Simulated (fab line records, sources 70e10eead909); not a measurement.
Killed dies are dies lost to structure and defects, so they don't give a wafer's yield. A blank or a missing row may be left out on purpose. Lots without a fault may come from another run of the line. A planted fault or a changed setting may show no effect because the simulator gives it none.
fab line records | flow nand_harc
record lots=23 wafers=69 last_day=24
route steps=1159 shown A_CONTACT@899
lots that met no fault: from a run of the same line without faults
start_h: hours from the record's first day to the start of the lot's first wafer shown | wait_h: hours since the lot's step before | " the same as in the row above | L1.1+2: a row that stands for several wafers | - no value, or no start given | * or withheld: withheld | < > ~ a bound
route shown NAME@n: a module of which the file shows steps, and the number in the route of the first | usual: mean/standard deviation of fault-free wafers | same: alike in all rows | chamber/n: place in a boat | sites: the reading at each site | _std_site: their standard deviation | _edge_site: outer sites' mean less inner sites' | radius_mm: how far each site lies from the wafer's centre | mask NAME#n: copy n | behind: the tool/chamber that last shaped the wafer | hold: why the lot was held/for how many hours/how that ended | device: the transistor (n, p or np) that didn't switch | end of line: the same wafers' tests at the end of the route | a step without rows: its recipe alone | killed: dies lost to structure and defects at the first sort, not the wafer's yield | map: a wafer's dies, x killed, . not, _ none there
set.NAME: the setting as run; set.NAME@STEP: as run at that earlier step | model.NAME: the simulator's own value behind a step, which no gauge read
steps of the route over a sample of lots; a table a step, a row a wafer
services: from which hour (start_h, from the record's first day; less than 0 if before it) a tool's chamber was out of use, for how many hours, and why
## steps
# step NHARC_A_CONTACT_DESCUM_74
# recipe time_s=3 o2_flow_sccm=200 ar_flow_sccm=0 bias_power_w=0 chemistry=O2
# usual drypump_motor_current_A=5.6/0.36 oes_product_au=1.003/0.0074 rf_vpp_V=57.8/0.92 showerhead_plenum_p_Torr=1.91/0.11 throttle_valve_pct=11.311/0.01
# same bias_power_w=0 time_s=3
# columns lot.wafer tool chamber start_h wait_h drypump_motor_current_A oes_product_au rf_hours_counter_h rf_vpp_V showerhead_plenum_p_Torr throttle_valve_pct
L075.1 rie_diel-07 1 373.63 0.1 5.7 0.996 29 56.8 1.96 11.292
L075.4 " 3 " " 6.1 1.006 27 57.4 1.77 11.330
L075.5 " 1 " " 5.7 0.993 - 57.6 1.96 11.324
L074.2 rie_diel-07 1 377.71 0.1 5.7 0.998 30 57.3 1.96 11.305
L074.1 " 3 " " 6.1 1.001 27 57.6 1.77 11.315
L074.5 " 0 " " 5.0 1.002 - 58.6 2.03 11.320
L077.2 rie_diel-07 1 389.13 0.1 5.7 0.987 33 58.1 1.95 11.300
L077.4 " 2 " " 5.5 1.007 33 57.1 1.76 11.297
L077.6 " 2 " " 5.5 1.013 - 57.3 1.76 11.297
L078.1 rie_diel-13 1 389.63 0.1 6.3 1.007 39 57.7 1.80 11.294
L078.3 " 3 " " 5.4 1.009 39 58.0 1.86 11.307
L078.5 " 2 " " 5.6 1.012 - 58.3 2.06 11.310
L079.2 rie_diel-13 1 393.57 0.1 6.3 1.004 41 57.1 1.80 11.308
L079.5 " 0 " " 5.5 1.000 - 58.4 1.89 11.324
L079.6 " 1 " " 6.3 1.004 - 58.8 1.80 11.321
L076.1 rie_diel-07 1 395.25 0.1 5.7 0.998 34 58.3 1.95 11.307
L076.4 " 3 " " 6.1 1.003 32 58.5 1.77 11.319
L076.6 " 2 " " 5.5 1.005 - 57.1 1.76 11.300
L080.4 rie_diel-07 0 398.01 0.1 5.0 1.020 31 57.8 2.03 11.311
L080.3 " 2 " " 5.5 1.007 36 56.7 1.76 11.330
L080.5 " 0 " " 5.0 1.007 - 58.7 2.03 11.342
L082.1 rie_diel-01 3 426.71 0.1 5.5 1.007 43 58.1 1.91 11.313
L082.6 " 3 " " 5.5 1.004 - 58.2 1.91 11.310
L082.5 " 0 " " 5.4 1.006 - 55.6 1.80 11.306
L081.2 rie_diel-07 0 427.10 0.1 5.1 1.006 2 57.4 2.02 11.294
L081.5 " 3 " " 6.1 1.014 - 56.4 1.77 11.315
L081.6 " 0 " " 5.1 1.013 - 57.7 2.02 11.324
L084.4 rie_diel-13 3 432.73 0.1 5.4 1.000 54 57.7 1.86 11.321
L084.1 " 0 " " 5.5 0.996 54 57.4 1.89 11.300
L084.3 " 1 " " 6.3 1.008 55 58.6 1.80 11.312
L083.3 rie_diel-07 2 436.22 0.1 5.5 0.998 3 58.8 2.08 11.309
L083.1 " 3 " " 6.1 1.003 3 56.2 1.77 11.299
L083.2 " 0 " " 5.1 1.004 3 59.7 2.02 11.299
L088.3 rie_diel-07 2 452.81 0.1 5.5 1.019 6 58.8 2.08 11.311
L088.6 " 3 " " 6.1 1.015 - 56.2 1.77 11.308
L088.5 " 0 " " 5.0 1.018 - 58.5 2.02 11.300
L086.1 rie_diel-07 0 453.16 0.2 5.0 1.009 6 57.2 2.02 11.313
L086.3 " 1 " " 5.7 1.002 6 57.0 1.95 11.327
L086.2 " 2 " " 5.5 0.994 6 59.1 2.07 11.300
L085.4 rie_diel-07 2 456.60 0.1 5.5 1.004 7 57.9 2.07 11.302
L085.6 " 2 " " 5.5 1.001 - 58.9 2.07 11.300
L085.5 " 3 " " 6.1 0.996 - 57.9 1.77 11.303
L091.3 rie_diel-01 1 465.02 0.1 5.8 1.002 41 57.6 1.81 11.299
L091.1 " 2 " " 6.2 0.997 55 60.9 1.95 11.309
L091.5 " 3 " " 5.5 0.997 - 56.8 1.91 11.309
L090.4 rie_diel-13 3 465.77 0.1 5.4 0.989 1 57.1 1.86 11.322
L090.6 " 3 " " 5.4 1.000 - 57.2 1.86 11.308
L090.5 " 0 " " 5.5 0.995 - 58.2 1.89 11.319
L089.1 rie_diel-07 0 469.85 0.1 5.1 0.998 12 57.9 2.02 11.309
L089.3 " 1 " " 5.7 1.000 11 57.5 1.95 11.318
L089.6 " 0 " " 5.0 1.010 - 56.6 2.02 11.310
L093.2 rie_diel-01 3 482.19 0.1 5.5 1.007 66 56.8 1.90 11.317
L093.1 " 1 " " 5.8 1.008 48 58.1 1.81 11.303
L093.6 " 0 " " 5.4 1.010 - 56.1 1.79 11.316
L092.2 rie_diel-07 1 503.05 0.1 5.7 0.997 16 58.4 1.95 11.315
L092.5 " 1 " " 5.7 0.993 - 58.0 1.95 11.306
L092.6 " 2 " " 5.5 1.002 - 58.0 2.07 11.317
L095.2 rie_diel-07 2 506.31 0.1 5.5 0.994 17 57.7 2.07 11.297
L095.4 " 0 " " 5.0 1.002 19 58.6 2.02 11.317
L095.1 " 1 " " 5.7 0.995 17 58.3 1.95 11.311
L096.2 rie_diel-13 2 506.44 0.1 5.6 1.011 16 57.8 2.05 11.324
L096.3 " 3 " " 5.4 0.992 16 57.0 1.85 11.308
L096.4 " 0 " " 5.5 0.995 17 57.3 1.88 11.303
L094.3 rie_diel-07 1 516.55 0.1 5.7 1.001 20 56.6 1.95 11.304
L094.4 " 2 " " 5.5 0.998 20 58.5 2.07 11.331
L094.6 " 2 " " 5.5 1.004 - 56.7 2.07 11.321
L097.1 rie_diel-01 3 518.17 0.1 5.5 0.998 7 58.3 1.90 11.294
L097.4 " 1 " " 5.8 1.015 6 58.0 1.81 11.310
L097.5 " 3 " " 5.5 0.998 - 58.1 1.90 11.310
# step NHARC_A_CONTACT_ETCH_77
# recipe target_depth_a=726 time_s=36.3 cf4_flow_sccm=100 chf3_flow_sccm=30 ar_flow_sccm=0 rf_w=500 bias_w=200 chemistry=CF4/CHF3
# usual drypump_motor_current_A=5.6/0.39 oes_product_au=0.934/0.017 rf_vpp_V=370.4/3 showerhead_plenum_p_Torr=1.57/0.086 throttle_valve_pct=16.803/0.009
# same time_s=36.3
# columns lot.wafer tool chamber start_h wait_h drypump_motor_current_A oes_product_au rf_hours_counter_h rf_vpp_V showerhead_plenum_p_Torr throttle_valve_pct
L075.4 rie_diel-07 2 - - 5.5 0.935 30 367.1 1.46 16.803
L075.1 " 3 " " 6.1 0.924 27 367.5 1.46 16.824
L075.5 " 1 " " 5.7 0.930 - 373.2 1.61 16.792
L074.2 rie_diel-07 2 - - 5.5 0.984 30 367.0 1.46 16.814
L074.1 " 1 " " 5.7 0.954 30 370.7 1.61 16.799
L074.5 " 2 " " 5.5 0.979 - 367.4 1.46 16.796
L077.4 rie_diel-07 3 - - 6.1 0.926 31 367.0 1.46 16.811
L077.2 " 0 " " 5.0 0.940 29 373.0 1.66 16.809
L077.6 " 1 " " 5.7 0.929 - 372.8 1.61 16.805
L078.1 rie_diel-13 0 - - 5.4 0.934 39 367.4 1.56 16.808
L078.3 " 2 " " 5.6 0.931 39 374.1 1.69 16.808
L078.5 " 0 " " 5.5 0.923 - 370.6 1.56 16.792
L079.2 rie_diel-13 3 - - 5.4 0.929 41 368.2 1.53 16.820
L079.5 " 3 " " 5.4 0.927 - 370.0 1.54 16.808
L079.6 " 0 " " 5.5 0.933 - 369.9 1.56 16.812
L076.4 rie_diel-07 0 - - 5.0 0.930 30 373.4 1.66 16.796
L076.1 " 1 " " 5.7 0.928 34 370.9 1.61 16.804
L076.6 " 0 " " 5.0 0.927 - 372.2 1.66 16.823
L080.3 rie_diel-07 0 - - 5.0 0.926 31 373.3 1.66 16.797
L080.4 " 1 " " 5.7 0.914 36 370.6 1.60 16.814
L080.5 " 0 " " 5.0 0.927 - 374.0 1.66 16.799
L082.1 rie_diel-01 0 - - 5.4 0.931 41 367.8 1.48 16.804
L082.5 " 3 " " 5.5 0.918 - 370.8 1.57 16.818
L082.6 " 0 " " 5.4 0.926 - 368.4 1.48 16.807
L081.2 rie_diel-07 1 - - 5.7 0.988 2 371.7 1.60 16.798
L081.6 " 0 " " 5.0 0.968 - 373.2 1.66 16.789
L081.5 " 1 " " 5.7 0.989 - 370.5 1.60 16.793
L084.4 rie_diel-13 3 - - 5.4 0.929 54 368.0 1.53 16.822
L084.3 " 0 " " 5.4 0.934 54 369.0 1.55 16.809
L084.1 " 1 " " 6.3 0.930 55 367.0 1.48 16.794
L083.3 rie_diel-07 2 - - 5.5 0.919 3 374.3 1.70 16.795
L083.2 " 0 " " 5.1 0.936 3 373.9 1.66 16.811
L083.1 " 1 " " 5.7 0.931 3 371.0 1.60 16.808
L088.3 rie_diel-07 0 - - 5.0 0.930 7 373.2 1.66 16.789
L088.6 " 2 " " 5.5 0.924 - 375.4 1.70 16.816
L088.5 " 3 " " 6.1 0.917 - 366.1 1.46 16.791
L086.2 rie_diel-07 2 - - 5.5 0.931 7 374.9 1.70 16.784
L086.3 " 3 " " 6.1 0.932 7 368.0 1.46 16.804
L086.1 " 0 " " 5.0 0.926 7 373.5 1.66 16.801
L085.4 rie_diel-07 1 - - 5.7 0.926 7 371.4 1.60 16.803
L085.5 " 3 " " 6.1 0.935 - 365.9 1.46 16.784
L085.6 " 0 " " 5.0 0.937 - 373.3 1.66 16.801
L091.3 rie_diel-01 1 - - 5.8 0.929 42 368.7 1.50 16.816
L091.1 " 2 " " 6.3 0.932 55 371.1 1.60 16.802
L091.5 " 1 " " 5.8 0.940 - 368.8 1.50 16.805
L090.4 rie_diel-13 0 - - 5.5 0.960 1 371.3 1.55 16.794
L090.5 " 1 " " 6.3 0.931 - 366.2 1.48 16.820
L090.6 " 2 " " 5.7 0.932 - 374.3 1.68 16.795
L089.1 rie_diel-07 3 - - 6.1 0.920 13 364.9 1.46 16.793
L089.3 " 0 " " 5.0 0.942 13 373.3 1.66 16.795
L089.6 " 3 " " 6.1 0.928 - 365.4 1.46 16.814
L093.2 rie_diel-01 2 - - 6.3 0.928 61 371.8 1.60 16.794
L093.1 " 3 " " 5.6 0.923 66 371.4 1.57 16.806
L093.6 " 2 " " 6.3 0.929 - 371.1 1.60 16.800
L092.2 rie_diel-07 3 - - 6.1 0.922 19 366.7 1.46 16.808
L092.6 " 3 " " 6.1 0.923 - 366.7 1.46 16.799
L092.5 " 0 " " 5.0 0.918 - 373.5 1.66 16.796
L095.1 rie_diel-07 0 - - 5.0 0.923 19 372.7 1.66 16.809
L095.2 " 2 " " 5.5 0.924 17 373.9 1.70 16.799
L095.4 " 3 " " 6.1 0.928 19 367.1 1.46 16.795
L096.4 rie_diel-13 2 - - 5.6 0.931 16 373.9 1.68 16.804
L096.3 " 3 " " 5.4 0.922 16 367.9 1.53 16.808
L096.2 " 0 " " 5.4 0.916 17 368.2 1.55 16.790
L094.4 rie_diel-07 1 - - 5.7 0.914 20 371.9 1.60 16.783
L094.3 " 3 " " 6.1 0.923 21 366.5 1.46 16.805
L094.6 " 0 " " 5.0 0.927 - 373.9 1.65 16.790
L097.1 rie_diel-01 3 - - 5.6 0.969 7 370.5 1.56 16.798
L097.4 " 0 " " 5.4 0.981 7 367.6 1.48 16.802
L097.5 " 1 " " 5.8 0.980 - 366.4 1.49 16.803
# step NHARC_A_CONTACT_ETCH_134
# recipe source_w=withheld pressure_mtorr=20 bias_v=withheld time_s=140 target_depth_a=7000 ar_flow_sccm=withheld c4f8_flow_sccm=withheld o2_flow_sccm=withheld chemistry=C4F8/O2/Ar
# same time_s=140
# columns lot.wafer tool chamber start_h wait_h rf_hours_counter_h
L075.1 har_cap_etch-01 1 381.02 - 58
L075.4 " 1 " " -
L075.5 " 1 " " -
L074.1 har_cap_etch-01 0 385.85 - 59
L074.2 " 1 " " 59
L074.5 " 1 " " -
L078.1 har_cap_etch-02 0 397.35 - 14
L078.3 " 0 " " -
L078.5 " 0 " " -
L077.2 har_cap_etch-01 1 399.08 - 62
L077.4 " 1 " " -
L077.6 " 0 " " -
L079.2 har_cap_etch-02 1 403.84 - 15
L079.5 " 0 " " -
L079.6 " 1 " " -
L076.1 har_cap_etch-01 1 404.38 - 63
L076.4 " 0 " " -
L076.6 " 1 " " -
L080.3 har_cap_etch-03 1 407.08 - -
L080.4 " 0 " " -
L080.5 " 1 " " -
L082.1 har_cap_etch-01 1 435.09 - 66
L082.5 " 0 " " -
L082.6 " 1 " " -
L081.2 har_cap_etch-03 1 435.40 - 93
L081.6 " 0 " " -
L081.5 " 1 " " -
L084.1 har_cap_etch-01 1 440.33 - 67
L084.4 " 0 " " -
L084.3 " 1 " " -
L083.2 har_cap_etch-03 1 443.99 - 93
L083.1 " 0 " " 93
L083.3 " 0 " " -
L088.3 har_cap_etch-03 1 460.90 - -
L088.6 " 0 " " -
L088.5 " 1 " " -
L086.2 har_cap_etch-02 0 461.70 - 25
L086.1 " 1 " " 25
L086.3 " 0 " " -
L085.4 har_cap_etch-02 1 464.67 - -
L085.6 " 1 " " -
L085.5 " 0 " " -
L091.1 har_cap_etch-03 0 474.74 - 100
L091.3 " 0 " " -
L091.5 " 1 " " -
L090.4 har_cap_etch-01 1 475.61 - -
L090.5 " 1 " " -
L090.6 " 0 " " -
L089.1 har_cap_etch-03 0 477.76 - 100
L089.3 " 1 " " -
L089.6 " 1 " " -
L093.2 har_cap_etch-02 1 492.52 - 29
L093.1 " 0 " " 29
L093.6 " 1 " " -
L092.2 har_cap_etch-01 0 511.14 - 80
L092.6 " 0 " " -
L092.5 " 1 " " -
L095.2 har_cap_etch-03 0 514.08 - 105
L095.1 " 1 " " 105
L095.4 " 0 " " -
L096.2 har_cap_etch-01 1 514.24 - 80
L096.3 " 0 " " -
L096.4 " 1 " " -
L094.4 har_cap_etch-01 1 525.28 - -
L094.3 " 0 " " -
L094.6 " 0 " " -
L097.1 har_cap_etch-03 0 526.46 - 107
L097.4 " 1 " " -
L097.5 " 1 " " -
# step NHARC_A_CONTACT_ETCH_137
# recipe source_w=withheld pressure_mtorr=20 bias_v=3000 time_s=132 target_depth_a=12870 ar_flow_sccm=withheld c4f8_flow_sccm=withheld o2_flow_sccm=withheld chemistry=C4F8/O2/Ar
# same time_s=132
# columns lot.wafer tool chamber start_h wait_h rf_hours_counter_h
L075.1 har_cap_etch-01 1 381.46 0.1 58
L075.4 " 1 " " -
L075.5 " 1 " " -
L074.1 har_cap_etch-01 0 386.45 0.1 59
L074.2 " 1 " " 59
L074.5 " 1 " " -
L078.1 har_cap_etch-02 0 397.90 0.1 15
L078.3 " 0 " " -
L078.5 " 0 " " -
L077.2 har_cap_etch-01 1 399.51 0.1 62
L077.4 " 1 " " -
L077.6 " 0 " " -
L079.2 har_cap_etch-02 1 404.27 0.1 15
L079.5 " 0 " " -
L079.6 " 1 " " -
L076.1 har_cap_etch-01 1 404.81 0.1 63
L076.4 " 0 " " -
L076.6 " 1 " " -
L080.3 har_cap_etch-03 1 407.64 0.1 -
L080.4 " 0 " " -
L080.5 " 1 " " -
L082.1 har_cap_etch-01 1 435.52 0.1 66
L082.5 " 0 " " -
L082.6 " 1 " " -
L081.2 har_cap_etch-03 1 435.98 0.1 93
L081.6 " 0 " " -
L081.5 " 1 " " -
L084.1 har_cap_etch-01 1 440.76 0.1 67
L084.4 " 0 " " -
L084.3 " 1 " " -
L083.2 har_cap_etch-03 1 444.59 0.1 94
L083.1 " 0 " " 94
L083.3 " 0 " " -
L088.3 har_cap_etch-03 1 461.31 0.1 -
L088.6 " 0 " " -
L088.5 " 1 " " -
L086.2 har_cap_etch-02 0 462.14 0.1 25
L086.1 " 1 " " 25
L086.3 " 0 " " -
L085.4 har_cap_etch-02 1 465.09 0.1 -
L085.6 " 1 " " -
L085.5 " 0 " " -
L091.1 har_cap_etch-03 0 475.32 0.1 100
L091.3 " 0 " " -
L091.5 " 1 " " -
L090.4 har_cap_etch-01 1 476.03 0.1 -
L090.5 " 1 " " -
L090.6 " 0 " " -
L089.1 har_cap_etch-03 0 478.34 0.1 101
L089.3 " 1 " " -
L089.6 " 1 " " -
L093.2 har_cap_etch-02 1 492.97 0.1 30
L093.1 " 0 " " 30
L093.6 " 1 " " -
L092.2 har_cap_etch-01 0 511.58 0.1 80
L092.6 " 0 " " -
L092.5 " 1 " " -
L095.2 har_cap_etch-03 0 514.53 0.1 105
L095.1 " 1 " " 105
L095.4 " 0 " " -
L096.2 har_cap_etch-01 1 514.68 0.1 81
L096.3 " 0 " " -
L096.4 " 1 " " -
L094.4 har_cap_etch-01 1 525.70 0.1 -
L094.3 " 0 " " -
L094.6 " 0 " " -
L097.1 har_cap_etch-03 0 526.90 0.1 107
L097.4 " 1 " " -
L097.5 " 1 " " -
# step NHARC_A_CONTACT_ETCH_98
# recipe target_depth_a=200 over_etch_frac=0.5 time_s=10 ion_energy_ev=250 c4f6_flow_sccm=25 o2_flow_sccm=20 ar_flow_sccm=500 rf_w=600 bias_w=500 chemistry=C4F6/O2
# usual drypump_motor_current_A=5.7/0.37 oes_product_au=0.963/0.019 rf_vpp_V=547/4.3 showerhead_plenum_p_Torr=3.92/0.2 throttle_valve_pct=26.904/0.01
# same over_etch_frac=0.5 time_s=10
# columns lot.wafer tool chamber start_h wait_h drypump_motor_current_A oes_product_au rf_hours_counter_h rf_vpp_V showerhead_plenum_p_Torr throttle_valve_pct
L075.1 rie_diel-07 3 382.36 0.2 6.1 0.968 29 540 3.66 26.900
L075.4 " 3 " " 6.1 0.971 - 542 3.66 26.895
L075.5 " 2 " " 5.5 0.962 - 539 3.64 26.914
L074.1 rie_diel-01 1 - - 5.8 0.973 23 546 3.75 26.892
L074.2 " 2 " " 6.4 0.981 26 548 4.01 26.895
L074.5 " 1 " " 5.8 0.971 - 543 3.75 26.904
L078.1 rie_diel-13 3 - - 5.4 0.967 44 546 3.83 26.896
L078.3 " 1 " " 6.3 0.974 45 542 3.71 26.900
L078.5 " 0 " " 5.5 0.963 - 545 3.89 26.896
L077.2 rie_diel-13 2 - - 5.7 0.955 45 553 4.20 26.884
L077.4 " 3 " " 5.5 0.953 44 544 3.83 26.893
L077.6 " 1 " " 6.3 0.940 - 544 3.71 26.916
L079.2 rie_diel-07 0 - - 5.0 0.968 33 550 4.13 26.909
L079.5 " 1 " " 5.7 0.964 - 548 4.00 26.899
L079.6 " 2 " " 5.5 0.965 - 542 3.64 26.900
L076.4 rie_diel-01 0 - - 5.4 0.957 32 542 3.71 26.900
L076.1 " 1 " " 5.8 0.991 31 544 3.74 26.915
L076.6 " 3 " " 5.6 0.961 - 549 3.93 26.893
L080.3 rie_diel-01 1 408.56 0.1 5.8 0.965 32 544 3.74 26.916
L080.4 " 1 " " 5.8 0.952 - 542 3.74 26.907
L080.5 " 0 " " 5.5 0.965 - 542 3.71 26.917
L082.1 rie_diel-01 0 436.31 0.1 5.4 0.970 42 543 3.70 26.904
L082.5 " 0 " " 5.4 0.970 - 542 3.70 26.921
L082.6 " 3 " " 5.5 0.968 - 546 3.92 26.895
L081.2 rie_diel-07 2 - - 5.5 0.958 4 554 4.22 26.909
L081.6 " 3 " " 6.1 0.955 - 541 3.65 26.900
L081.5 " 0 " " 5.1 0.963 - 551 4.13 26.897
L084.1 rie_diel-07 3 - - 6.1 0.954 4 541 3.65 26.914
L084.3 " 0 " " 5.1 0.944 4 551 4.13 26.921
L084.4 " 1 " " 5.7 0.933 4 548 4.00 26.915
L083.3 rie_diel-07 2 - - 5.5 0.946 5 553 4.22 26.892
L083.1 " 3 " " 6.1 0.942 5 542 3.65 26.907
L083.2 " 1 " " 5.7 0.953 5 549 4.00 26.920
L088.3 rie_diel-01 3 462.23 0.1 5.6 0.951 59 548 3.91 26.889
L088.5 " 3 " " 5.6 0.963 - 546 3.91 26.895
L088.6 " 0 " " 5.5 0.967 - 541 3.70 26.908
L086.1 rie_diel-13 2 462.95 0.1 5.6 1.019 0 553 4.19 26.891
L086.2 " 3 " " 5.5 0.992 0 545 3.82 26.896
L086.3 " 1 " " 6.3 1.014 0 542 3.70 26.888
L085.4 rie_diel-07 1 - - 5.7 0.949 10 548 3.99 26.907
L085.5 " 0 " " 5.1 0.946 - 550 4.12 26.915
L085.6 " 1 " " 5.7 0.936 - 547 3.99 26.904
L090.4 rie_diel-07 0 - - 5.0 0.966 14 552 4.12 26.905
L090.6 " 0 " " 5.0 0.965 - 550 4.12 26.898
L090.5 " 1 " " 5.7 0.954 - 549 3.99 26.894
L091.3 rie_diel-13 3 - - 5.4 1.000 6 544 3.81 26.910
L091.1 " 1 " " 6.3 1.002 7 543 3.70 26.915
L091.5 " 2 " " 5.7 1.003 - 552 4.18 26.906
L089.1 rie_diel-07 1 - - 5.7 0.968 13 548 3.99 26.903
L089.3 " 2 " " 5.5 0.965 14 554 4.22 26.900
L089.6 " 0 " " 5.0 0.954 - 549 4.12 26.897
L093.1 rie_diel-07 3 - - 6.1 0.951 16 541 3.65 26.910
L093.2 " 1 " " 5.7 0.950 14 548 3.99 26.910
L093.6 " 0 " " 5.1 0.950 - 551 4.12 26.922
L092.2 rie_diel-13 0 - - 5.5 0.993 19 545 3.86 26.901
L092.6 " 3 " " 5.4 0.992 - 545 3.81 26.891
L092.5 " 0 " " 5.4 0.993 - 545 3.86 26.898
L095.1 rie_diel-07 0 - - 5.0 0.943 22 551 4.12 26.898
L095.2 " 1 " " 5.7 0.954 20 548 3.99 26.910
L095.4 " 3 " " 6.1 0.947 21 541 3.64 26.916
L096.4 rie_diel-07 2 - - 5.5 0.956 20 551 4.21 26.914
L096.2 " 3 " " 6.1 0.949 21 541 3.64 26.914
L096.3 " 0 " " 5.0 0.981 22 551 4.12 26.885
L094.4 rie_diel-01 1 - - 5.8 0.954 9 543 3.73 26.899
L094.3 " 3 " " 5.5 0.937 10 546 3.90 26.899
L094.6 " 1 " " 5.8 0.948 - 543 3.73 26.906
L097.1 rie_diel-07 0 - - 5.1 0.957 24 550 4.12 26.922
L097.4 " 2 " " 5.6 0.957 22 553 4.21 26.904
L097.5 " 3 " " 6.1 0.957 - 542 3.64 26.913
# step NHARC_A_CONTACT_ETCH_110
# recipe target_depth_a=500 overetch_a=50 time_s=27.5 ion_energy_ev=100 cf4_flow_sccm=80 o2_flow_sccm=20 ar_flow_sccm=0 rf_w=300 bias_w=100 chemistry=CF4/O2
# usual drypump_motor_current_A=5.7/0.38 oes_product_au=1.004/0.0072 rf_vpp_V=197.8/1.6 showerhead_plenum_p_Torr=1.33/0.071 throttle_valve_pct=13.397/0.0095
# same time_s=27.5
# columns lot.wafer tool chamber start_h wait_h drypump_motor_current_A oes_product_au rf_hours_counter_h rf_vpp_V showerhead_plenum_p_Torr throttle_valve_pct
L075.4 rie_diel-01 1 382.74 0.1 5.8 1.015 20 196.7 1.27 13.386
L075.1 " 3 " " 5.5 0.995 23 198.4 1.34 13.394
L075.5 " 1 " " 5.8 1.007 - 195.8 1.27 13.398
L074.2 rie_diel-01 1 388.10 0.1 5.8 1.013 24 198.1 1.27 13.401
L074.1 " 2 " " 6.3 1.012 26 196.7 1.37 13.399
L074.5 " 0 " " 5.4 1.004 - 197.2 1.26 13.396
L078.3 rie_diel-13 3 399.83 0.1 5.4 1.004 44 198.2 1.30 13.390
L078.1 " 0 " " 5.5 1.004 43 199.3 1.32 13.397
L078.5 " 2 " " 5.7 1.016 - 200.2 1.44 13.390
L077.2 rie_diel-07 2 400.66 0.1 5.5 1.017 36 196.1 1.23 13.395
L077.4 " 3 " " 6.1 0.991 34 196.1 1.24 13.395
L077.6 " 1 " " 5.7 1.003 - 199.1 1.36 13.387
L079.2 rie_diel-01 1 405.69 0.3 5.8 1.011 31 195.6 1.27 13.406
L079.5 " 1 " " 5.8 1.011 - 196.6 1.27 13.399
L079.6 " 2 " " 6.3 1.006 - 198.2 1.37 13.394
L076.1 rie_diel-13 3 406.30 0.2 5.4 1.002 47 195.9 1.30 13.398
L076.4 " 0 " " 5.4 1.004 46 197.9 1.32 13.386
L076.6 " 2 " " 5.6 1.005 - 200.4 1.44 13.392
L080.4 rie_diel-13 3 409.02 0.1 5.4 0.996 47 197.4 1.30 13.376
L080.3 " 1 " " 6.3 0.998 48 197.5 1.26 13.387
L080.5 " 0 " " 5.4 1.008 - 196.3 1.32 13.391
L082.1 rie_diel-01 3 436.94 0.1 5.5 1.007 45 197.3 1.33 13.390
L082.5 " 3 " " 5.5 1.005 - 199.1 1.33 13.415
L082.6 " 2 " " 6.3 1.018 - 196.7 1.36 13.397
L081.2 rie_diel-07 1 437.54 0.1 5.7 1.002 4 197.7 1.36 13.395
L081.5 " 3 " " 6.1 1.005 - 195.8 1.24 13.394
L081.6 " 0 " " 5.0 1.011 - 199.2 1.41 13.396
L084.4 rie_diel-07 0 441.90 0.1 5.0 1.009 4 200.0 1.41 13.392
L084.1 " 1 " " 5.7 0.996 4 198.7 1.36 13.412
L084.3 " 2 " " 5.5 1.011 4 200.4 1.44 13.392
L083.3 rie_diel-07 3 445.90 0.1 6.1 0.998 5 195.9 1.24 13.402
L083.2 " 1 " " 5.7 0.995 5 197.9 1.36 13.408
L083.1 " 2 " " 5.5 0.997 5 199.4 1.45 13.402
L088.3 rie_diel-01 3 462.65 0.1 5.5 0.986 59 197.2 1.33 13.407
L088.6 " 0 " " 5.4 0.995 - 197.3 1.25 13.391
L088.5 " 2 " " 6.3 1.011 - 198.7 1.36 13.404
L086.1 rie_diel-13 3 463.37 0.1 5.4 0.990 0 198.0 1.30 13.409
L086.3 " 1 " " 6.3 0.999 0 196.1 1.25 13.403
L086.2 " 2 " " 5.6 1.011 0 198.8 1.43 13.378
L085.4 rie_diel-07 3 466.21 0.1 6.1 0.998 12 194.5 1.23 13.379
L085.5 " 3 " " 6.1 0.996 - 196.3 1.24 13.407
L085.6 " 0 " " 5.0 1.004 - 197.7 1.41 13.399
L090.4 rie_diel-01 0 477.17 0.1 5.4 1.001 60 196.2 1.25 13.389
L090.6 " 1 " " 5.8 1.014 - 196.1 1.27 13.395
L090.5 " 2 " " 6.3 1.019 - 198.0 1.36 13.396
L091.1 rie_diel-07 1 477.61 0.1 5.7 1.004 13 198.3 1.36 13.390
L091.3 " 2 " " 5.5 1.010 14 200.4 1.44 13.394
L091.5 " 3 " " 6.1 1.013 - 195.5 1.23 13.411
L089.1 rie_diel-07 1 479.73 0.1 5.7 0.995 13 196.7 1.36 13.389
L089.3 " 2 " " 5.5 0.991 14 199.7 1.44 13.383
L089.6 " 3 " " 6.1 0.997 - 196.1 1.23 13.393
L093.1 rie_diel-07 3 494.14 0.1 6.1 0.993 16 196.1 1.23 13.383
L093.2 " 0 " " 5.0 1.007 16 198.9 1.41 13.390
L093.6 " 2 " " 5.5 1.004 - 200.7 1.44 13.406
L092.2 rie_diel-07 1 512.76 0.1 5.7 0.999 19 199.1 1.36 13.402
L092.5 " 0 " " 5.0 1.003 - 201.2 1.41 13.386
L092.6 " 1 " " 5.7 1.006 - 198.6 1.36 13.387
L095.4 rie_diel-13 0 515.76 0.0 5.5 0.997 20 197.7 1.31 13.386
L095.2 " 1 " " 6.3 1.010 21 195.6 1.25 13.405
L095.1 " 3 " " 5.4 0.992 19 197.3 1.29 13.389
L096.4 rie_diel-07 1 515.81 0.1 5.7 1.004 20 198.9 1.36 13.390
L096.3 " 2 " " 5.5 1.001 20 200.1 1.44 13.397
L096.2 " 0 " " 5.0 1.006 22 200.3 1.41 13.420
L094.4 rie_diel-01 0 526.83 0.1 5.4 0.984 11 197.5 1.25 13.400
L094.3 " 1 " " 5.8 1.001 9 196.4 1.26 13.383
L094.6 " 1 " " 5.8 0.998 - 197.2 1.26 13.390
L097.1 rie_diel-01 3 528.08 0.0 5.5 1.006 10 198.4 1.33 13.384
L097.4 " 2 " " 6.3 1.013 9 199.3 1.36 13.403
L097.5 " 0 " " 5.4 0.997 - 196.8 1.25 13.393
## services
# columns tool chamber start_h hours kind
rie_diel-07 0 359.75 - clean
rie_diel-07 1 359.75 - clean
rie_diel-07 2 359.75 - clean
rie_diel-07 3 359.75 - clean
har_cap_etch-01 - 364.05 0.2 repair
rie_diel-07 0 380.10 8.9 repair
rie_diel-07 1 384.25 - clean
rie_diel-07 2 384.25 - clean
rie_diel-07 3 384.25 - clean
rie_diel-07 0 405.25 9.0 vent_cycle
rie_diel-07 1 405.25 9.0 vent_cycle
rie_diel-07 2 405.25 9.0 vent_cycle
rie_diel-07 0 414.25 - clean
rie_diel-07 0 414.25 - consumable_replace:focus_ring
rie_diel-07 1 414.25 - clean
rie_diel-07 1 414.25 - consumable_replace:focus_ring
rie_diel-07 2 414.25 - clean
rie_diel-07 2 414.25 - consumable_replace:focus_ring
rie_diel-07 2 414.25 - consumable_replace:showerhead
rie_diel-07 3 414.25 - clean
rie_diel-01 1 434.38 29.7 repair
rie_diel-01 0 443.72 6.3 repair
rie_diel-13 - 453.14 9.0 pm
rie_diel-01 - 491.87 9.0 pm
## key
fault none
